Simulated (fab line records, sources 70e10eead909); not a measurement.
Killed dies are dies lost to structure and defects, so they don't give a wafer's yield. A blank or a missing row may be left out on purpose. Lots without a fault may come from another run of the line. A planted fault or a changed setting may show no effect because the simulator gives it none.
A struck lot beside a sound one | flow nand_harc | 15 steps out of a route of 1159
Sound: wafers L564.3, L564.4, L564.6. Struck: wafer L576.6. (L576.3, L576.5 of the same lot were not struck and are left out.) The cause comes at the end.
At each step with rows: each side's tool, then ch and its chambers, then its first start. Under that, the readings that differ: sound wafers | struck wafers | difference of the means | sigmas: that difference in standard deviations of wafers without a fault.
alike: readings whose means differ by less than 2 such deviations, and words and numbers that are the same on both sides. not compared: withheld readings, readings that some wafer has no value for, bounds like >300 that may hide the same value, and numbers for which the record gives no deviation and whose values overlap.
The two part at a step that has a row with sigmas, a row that says differs or no value, or rows on one side only. Numbers that don't overlap but have no deviation are shown without sigmas and don't part them. A reading that every wafer of one side lacks parts them only if that side has two wafers or more.

NHARC_A_BLC_INSPECT_12:
  sound on defect_inspect-01, day 17 11:02; struck on defect_inspect-01, day 20 00:59
  alike: raw_defect_count
then, 1 step without rows for these wafers: NHARC_A_BLC_DESCUM_15 (chemistry O2, time 3 s).
NHARC_A_BLC_ETCH_16: etches the open film in CF4, target depth 39 nm, time 65 s.
  sound on rie_diel-06 ch 0,3, day 17 11:11; struck on rie_diel-06 ch 3, day 20 01:12
  alike: drypump_motor_current_A, oes_product_au, rf_vpp_V, showerhead_plenum_p_Torr, throttle_valve_pct
  not compared: rf_hours_counter_h
NHARC_A_BLC_ETCH_17: etches the open film in N2/H2, target depth 390 nm, time 609.38 s.
  sound on rie_diel-06 ch 0,1,3; struck on rie_diel-06 ch 1
  alike: drypump_motor_current_A, n2_flow_sccm, oes_product_au, rf_vpp_V, showerhead_plenum_p_Torr, throttle_valve_pct
  not compared: rf_hours_counter_h
then, 1 step without rows for these wafers: NHARC_A_BLC_ETCH_18 (etches the open film in C4F8/O2/Ar, target depth 910 nm).
NHARC_A_BLC_CD_MEAS_19:
  sound on cd_sem-03, day 17 12:04; struck on cd_sem-02, day 20 02:06
  reading    | sound            | struck | difference | sigmas
  cd_nm (nm) | 101.7 99.6 100.9 | 96.8   | -3.9       | -3
then, 1 step without rows for these wafers: NHARC_A_BLC_STRIP_29 (strips in CF4).
NHARC_A_BLC_STRIP_21: strips in O2.
  sound on rie_diel-05 ch 2,3, day 17 12:14; struck on rie_diel-05 ch 2, day 20 02:18
  alike: drypump_motor_current_A, oes_product_au, rf_vpp_V, showerhead_plenum_p_Torr, throttle_valve_pct
  not compared: rf_hours_counter_h
then, 1 step without rows for these wafers: NHARC_A_BLC_STRIP_22 (strips in post etch residue remover, time 600 s).
NHARC_A_BLC_DEGAS_30: time 60 s.
  sound on pvd_sputter-01, day 17 12:41; struck on pvd_sputter-01, day 20 02:41
  alike: heater_power_w
then, 2 steps without rows for these wafers: NHARC_A_BLC_PRE_CLEAN_31 (time 15 s); NHARC_A_BLC_PVD_32 (deposits Ti, target thk 5 nm, time 17.7 s).
NHARC_A_BLC_ALD_23: deposits TiN, target thk 3 nm, pulse time 1 s, ald cycles 150.
  sound on ald_metal-04 ch 1,3, day 17 12:56; struck on ald_metal-04 ch 3, day 20 02:58
  reading    | sound       | struck | difference | sigmas
  ald_cycles | 150 150 150 | 213    | +63        |
  alike: heater_power_w, precursor_pulse_height_rel
NHARC_A_BLC_CVD_24: deposits W, target thk 150 nm, time 434 s.
  sound on cvd_w-02 ch 0,1; struck on cvd_w-01 ch 1
  reading                | sound       | struck | difference | sigmas
  throttle_valve_pct (%) | 7.7 7.2 7.2 | 8.3    | +0.9       | +3
  alike: heater_power_w
-- the record jumps here: 2 days lie between the struck wafers' starts before and after (it left off in module A_BLC and takes up again in module END, whose first step shown is number 1159 of the route) --
NHARC_END_SORT_01:
  sound on prober-01 ch 0, day 19 13:44; struck on prober-01 ch 0, day 22 05:43
  reading      | sound | struck | difference | sigmas
  killed_short | 3 4 3 | 0      | -3         | -3
  alike: killed_at_array, killed_at_other, killed_at_periphery, killed_dies, killed_open

WHERE THEY PART
First at NHARC_A_BLC_CD_MEAS_19; last, within this record, at NHARC_END_SORT_01.

WHY: what the simulator had put in
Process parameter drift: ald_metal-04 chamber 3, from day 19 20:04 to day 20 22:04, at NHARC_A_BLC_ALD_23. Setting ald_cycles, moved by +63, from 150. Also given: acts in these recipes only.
